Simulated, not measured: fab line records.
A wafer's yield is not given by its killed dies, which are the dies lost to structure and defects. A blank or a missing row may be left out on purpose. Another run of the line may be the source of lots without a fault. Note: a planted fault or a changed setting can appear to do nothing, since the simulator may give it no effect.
Chamber matching ; flow n5_finfet ; rie_diel-02 running N5_BEOL_M0_SAQP_STRIP_86: 4 sister chambers
The step strips in N2/H2. 14 wafers are shown with their chamber, then 7 later ones without.

== EACH WAFER AND ITS CHAMBER ==
wafer;chamber;showerhead_plenum_p_Torr (Torr);throttle_valve_pct (%);oes_product_au (a.u.)
L075.1;1;3.20;18.43;0.71
L075.3;2;3.11;19.04;0.80
L075.4;0;3.38;19.43;0.76
L076.2;0;3.38;19.38;0.75
L076.3;1;3.20;18.48;0.71
L076.5;3;3.54;18.57;0.89
L077.2;0;3.38;19.42;0.76
L077.5;2;3.11;19.03;0.80
L077.6;3;3.54;18.60;0.88
L086.1;0;3.37;19.43;0.73
L086.3;2;3.10;19.07;0.79
L086.4;1;3.19;18.49;0.70
L089.1;2;3.10;19.08;0.79
L089.3;0;3.37;19.43;0.75

SIGNATURES, as means of the wafers listed above
reading;chamber 0;chamber 1;chamber 2;chamber 3;scatter within a chamber
showerhead_plenum_p_Torr;3.3760;3.1967;3.1050;3.5400;0.00535
throttle_valve_pct;19.4180;18.4667;19.0550;18.5850;0.0247
oes_product_au;0.7500;0.7067;0.7950;0.8850;0.00904
Rule: for a wafer and a chamber, the distance is found by dividing, reading by reading, the gap between the wafer's reading and the chamber's mean by the reading's scatter, squaring, summing and taking the root. If the next closest chamber is less than 2 further off than the closest, the wafer can't be placed; otherwise it belongs to the closest. How the scatter is found: for the shown wafers, subtract from each reading the mean of its chamber, square and add these, divide the total by (wafers less chambers), then take the root.

== WAFERS MISSING THEIR CHAMBER ==
wafer;showerhead_plenum_p_Torr (Torr);throttle_valve_pct (%);oes_product_au (a.u.)
L089.4;3.18;18.46;0.71
L090.1;3.37;19.43;0.72
L090.4;3.18;18.47;0.69
L090.6;3.18;18.49;0.70
L094.1;3.36;19.47;0.73
L094.4;3.09;19.11;0.78
L094.6;3.09;19.14;0.78

== EACH ONE'S CHAMBER ==
wafer;from the rows above;in truth
L089.4;1;1
L090.1;0;0
L090.4;1;1
L090.6;1;1
L094.1;0;0
L094.4;2;2
L094.6;2;2
Correct placement for 7 of the 7. Number that these rows cannot place: 0. Wrongly placed: 0.
